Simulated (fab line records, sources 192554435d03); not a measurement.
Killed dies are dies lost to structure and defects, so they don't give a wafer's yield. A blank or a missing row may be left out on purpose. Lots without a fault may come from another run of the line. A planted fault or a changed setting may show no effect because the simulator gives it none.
Split-lot experiment | flow n5_finfet | 7 lots, 21 wafers read, on a route of 1938 steps

THE SPLIT
At N5_BEOL_M10_COAT_59 (time 60 s, resist thk 100 nm), the setting spin_rpm was moved away from the recipe's 1500 rpm on 5 of the 21 wafers read, by -7.8% to +6.2%. The other wafers ran this setting at the recipe's value.

FROM THE SPLIT TO THE READING: what the file shows between them, 9 steps
- N5_BEOL_M10_EXPOSE_08: exposes mask M10 (also split here: dose_mj)
- N5_BEOL_M10_PEB_09: peb time 60 s
- N5_BEOL_M10_DEVELOP_10: develop time 30 s
- N5_BEOL_M10_CD_MEAS_11: target cd 64.1 nm
- N5_BEOL_M10_DESCUM_16: chemistry O2, time 7.9 s
- N5_BEOL_M10_ETCH_61: etches SiARC in CF4, target depth 39 nm, time 65 s
- N5_BEOL_M10_ETCH_62: etches SOC in N2/H2, target depth 110 nm, overetch 22 nm, time 165 s
- N5_BEOL_M10_STRIP_68: strips in N2/H2
- N5_BEOL_M10_STRIP_67: strips in CF4

THE READING
SOC_of_BEOL_M10_COAT_59.thk_nm (the simulator's own value, which no gauge read), in nm, at N5_BEOL_M10_HM_OPEN_17 (chemistry Cl2/BCl3, target TiN, target depth 20 nm, overetch 6 nm). The file gives no usual value for it. The 16 wafers here that ran the recipe average 92.3 nm, standard deviation 0.22 nm.

wafer  | tool, chamber at the split | spin_rpm as run, rpm | against the recipe | SOC_of_BEOL_M10_COAT_59.thk_nm, nm | against lot-mates on the recipe
L075.1 | litho_track-01, 0          | 1500                 | recipe             | 92.2                               | -
L075.3 | litho_track-01, 0          | 1500                 | recipe             | 92                                 | -
L075.6 | litho_track-01, 0          | 1593                 | +6.2%              | 89                                 | -3.1
L077.1 | litho_track-01, 0          | 1397                 | -6.9%              | 95.2                               | +3.2
L077.2 | litho_track-01, 0          | 1500                 | recipe             | 92                                 | -
L077.5 | litho_track-01, 0          | 1397                 | -6.9%              | 95.4                               | +3.4
L078.2 | litho_track-02, 0          | 1383                 | -7.8%              | 96.6                               | +4.6
L078.3 | litho_track-02, 0          | 1500                 | recipe             | 92                                 | -
L078.4 | litho_track-02, 0          | 1383                 | -7.8%              | 96.6                               | +4.6
L081.2 | litho_track-04, 0          | 1500                 | recipe             | 92.4                               | -
L081.3 | litho_track-04, 0          | 1500                 | recipe             | 92.4                               | -
L081.5 | litho_track-04, 0          | 1500                 | recipe             | 92.8                               | -
L090.4 | litho_track-04, 0          | 1500                 | recipe             | 92.4                               | -
L090.5 | litho_track-04, 0          | 1500                 | recipe             | 92.2                               | -
L090.6 | litho_track-04, 0          | 1500                 | recipe             | 92.4                               | -
L091.2 | litho_track-04, 0          | 1500                 | recipe             | 92.2                               | -
L091.5 | litho_track-04, 0          | 1500                 | recipe             | 92.2                               | -
L091.6 | litho_track-04, 0          | 1500                 | recipe             | 92                                 | -
L092.2 | litho_track-02, 0          | 1500                 | recipe             | 92.4                               | -
L092.3 | litho_track-02, 0          | 1500                 | recipe             | 92.6                               | -
L092.6 | litho_track-02, 0          | 1500                 | recipe             | 92.4                               | -

THE FIT
A straight line over all 21 wafers: SOC_of_BEOL_M10_COAT_59.thk_nm changes by -0.509 nm for each +1% of spin_rpm; r = -0.99; the points scatter about the line by 0.28 nm.
The same after taking each lot's own level away (the mean of its wafers on the recipe; 21 wafers): -0.534 nm for each +1%; r = -0.99; scatter 0.22 nm.
On that fit, the largest move of spin_rpm shifts the reading by 4.2 nm.
The lots' own levels span 92.00 to 92.53 nm, that is 2.4 times the standard deviation above.
So the lot-to-lot level changes the slope little: the two slopes agree.
Check: with one of the wafers moved furthest among these (-7.8%) left out of the fit, the line predicts +4.05 nm for it against its lot-mates. It came out at +4.6 nm against them.

OTHER SPLITS ON THESE WAFERS
These wafers also went through other splits before the reading. Each is held against what the fit with the lots' levels taken away leaves over:
other split on the same wafers | wafers away from the commonest value | r with SOC_of_BEOL_M10_COAT_59.thk_nm (lot level and that fit taken away)
N5_BEOL_M8_DEP_56 time_s       | 8                                    | -0.19
N5_BEOL_M9_EXPOSE_25 dose_mj   | 7                                    | +0.18
N5_BEOL_M9_ETCH_66 time_s      | 6                                    | -0.29
N5_BEOL_M10_EXPOSE_08 dose_mj  | 8                                    | -0.05

THE WHOLE CHAIN: every reading that the file lists as answering this split, in the file's order
step                   | what it does                                                         | reading                                                                         | change (the file's fit)               | r (the file's)
N5_BEOL_M10_COAT_59    | time 60 s, resist thk 100 nm                                         | SOC_of_BEOL_M10_COAT_59.thk_nm (the simulator's own value, which no gauge read) | -0.516 nm for each +1% of the setting | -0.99
N5_BEOL_M10_ETCH_62    | etches SOC in N2/H2, target depth 110 nm, overetch 22 nm, time 165 s | etch.depth_nm (the simulator's own value, which no gauge read)                  | -0.526 nm for each +1% of the setting | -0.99
N5_BEOL_M10_HM_OPEN_17 | chemistry Cl2/BCl3, target TiN, target depth 20 nm, overetch 6 nm    | SOC_of_BEOL_M10_COAT_59.thk_nm (the simulator's own value, which no gauge read) | -0.531 nm for each +1% of the setting | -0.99

THE FILE'S OWN FIT
SOC_of_BEOL_M10_COAT_59.thk_nm changes by -0.531 nm for each +1% of spin_rpm, r = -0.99.
